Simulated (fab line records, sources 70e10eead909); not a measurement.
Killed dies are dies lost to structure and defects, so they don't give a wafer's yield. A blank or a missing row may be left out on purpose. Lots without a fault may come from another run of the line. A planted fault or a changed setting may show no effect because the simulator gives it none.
Chamber matching | flow nand_harc | NHARC_A_CONTACT_DEP_85 on pecvd-03: 3 sister chambers
The step deposits SiON, target thk 50 nm. 6 wafers are shown with their chamber, then 12 later ones without.

WAFERS WITH THEIR CHAMBER
wafer  | chamber | heater_power_outer_w (W) | heater_power_w (W)
L083.4 | 2       | 400                      | 731
L088.4 | 2       | 428                      | 735
L088.5 | 0       | 507                      | 772
L086.3 | 1       | 471                      | 754
L086.5 | 1       | 456                      | 777
L086.6 | 0       | 455                      | 712

WAFERS WITHOUT THEIR CHAMBER
wafer  | heater_power_outer_w (W) | heater_power_w (W)
L090.1 | 330                      | 617
L090.5 | 471                      | 801
L090.6 | 468                      | 714
L089.1 | 537                      | 762
L089.2 | 539                      | 893
L089.3 | 401                      | 710
L091.2 | 522                      | 789
L091.5 | 457                      | 774
L091.6 | 396                      | 719
L096.2 | 429                      | 738
L096.3 | 448                      | 701
L096.6 | 444                      | 654

WHICH CHAMBER EACH WENT THROUGH
wafer  | from the rows above          | in truth
L090.1 | 2                            | 2
L090.5 | can't be placed: 1 or 0      | 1
L090.6 | can't be placed: 0 or 1 or 2 | 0
L089.1 | can't be placed: 0 or 1      | 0
L089.2 | can't be placed: 1 or 0      | 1
L089.3 | 2                            | 2
L091.2 | can't be placed: 0 or 1      | 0
L091.5 | can't be placed: 1 or 0 or 2 | 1
L091.6 | 2                            | 2
L096.2 | can't be placed: 2 or 1 or 0 | 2
L096.3 | can't be placed: 2 or 0 or 1 | 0
L096.6 | can't be placed: 2 or 0 or 1 | 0
Placed correctly: 3 of 12. Can't be placed from these rows: 9 (the true chamber is among the candidates in 9). Placed wrongly: 0.
How it was worked out, from the rows above alone: a wafer's distance from a chamber is the root of the sum, over the readings, of the square of ((its reading less the chamber's mean) divided by the reading's scatter). The wafer belongs to the nearest chamber; if the next one is less than 2 further off, it can't be placed. A chamber's mean is the mean of its shown wafers. The scatter: the root of (the sum of the squares of (reading less its chamber's mean) over the shown wafers, divided by (wafers less chambers)).
